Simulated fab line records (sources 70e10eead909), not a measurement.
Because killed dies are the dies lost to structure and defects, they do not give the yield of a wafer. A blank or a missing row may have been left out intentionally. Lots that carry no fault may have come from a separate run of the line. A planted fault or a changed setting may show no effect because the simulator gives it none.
Chamber matching || flow nand-harc || NHARC_A_SLIT_DEP_25 on pecvd-02: 3 sister chambers
The step deposits SiO2, target thk 200 nm. 3 wafers are shown with their chamber, then 7 later ones without.

## WAFERS, EACH WITH ITS CHAMBER
{"wafer": "L083.4", "chamber": 0, "throttle-valve-pct (%)": 16.1}
{"wafer": "L086.1", "chamber": 2, "throttle-valve-pct (%)": 15.4}
{"wafer": "L086.3", "chamber": 1, "throttle-valve-pct (%)": 16.9}

## WAFERS WITH NO CHAMBER GIVEN
{"wafer": "L086.4", "throttle-valve-pct (%)": 16.0}
{"wafer": "L093.1", "throttle-valve-pct (%)": 16.4}
{"wafer": "L093.4", "throttle-valve-pct (%)": 15.2}
{"wafer": "L093.5", "throttle-valve-pct (%)": 16.3}
{"wafer": "L094.1", "throttle-valve-pct (%)": 16.4}
{"wafer": "L094.4", "throttle-valve-pct (%)": 15.2}
{"wafer": "L094.6", "throttle-valve-pct (%)": 16.0}

## WHICH CHAMBER EACH ONE RAN IN
{"wafer": "L086.4", "from the rows above": 0, "in truth": 0}
{"wafer": "L093.1", "from the rows above": "can't be placed: 0 or 1", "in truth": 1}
{"wafer": "L093.4", "from the rows above": 2, "in truth": 2}
{"wafer": "L093.5", "from the rows above": "can't be placed: 0 or 1", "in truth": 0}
{"wafer": "L094.1", "from the rows above": "can't be placed: 0 or 1", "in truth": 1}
{"wafer": "L094.4", "from the rows above": 2, "in truth": 2}
{"wafer": "L094.6", "from the rows above": 0, "in truth": 0}
Correct placement for 4 of the 7. Cannot be placed on the basis of these rows: 3; the candidates contain the true chamber in 3. Number placed wrongly: 0.
How it was worked out, from the rows above alone: a wafer's distance from a chamber is the root of the sum, over the readings, of the square of ((its reading less the chamber's mean) divided by the reading's scatter). If the next closest chamber is less than 2 further off than the closest, the wafer can't be placed; otherwise it belongs to the closest. For every chamber, the mean is computed from those of its wafers that are shown. The scatter: with one shown wafer a chamber, the root of the mean of the squares of how far each hidden wafer lies from its nearest shown one.
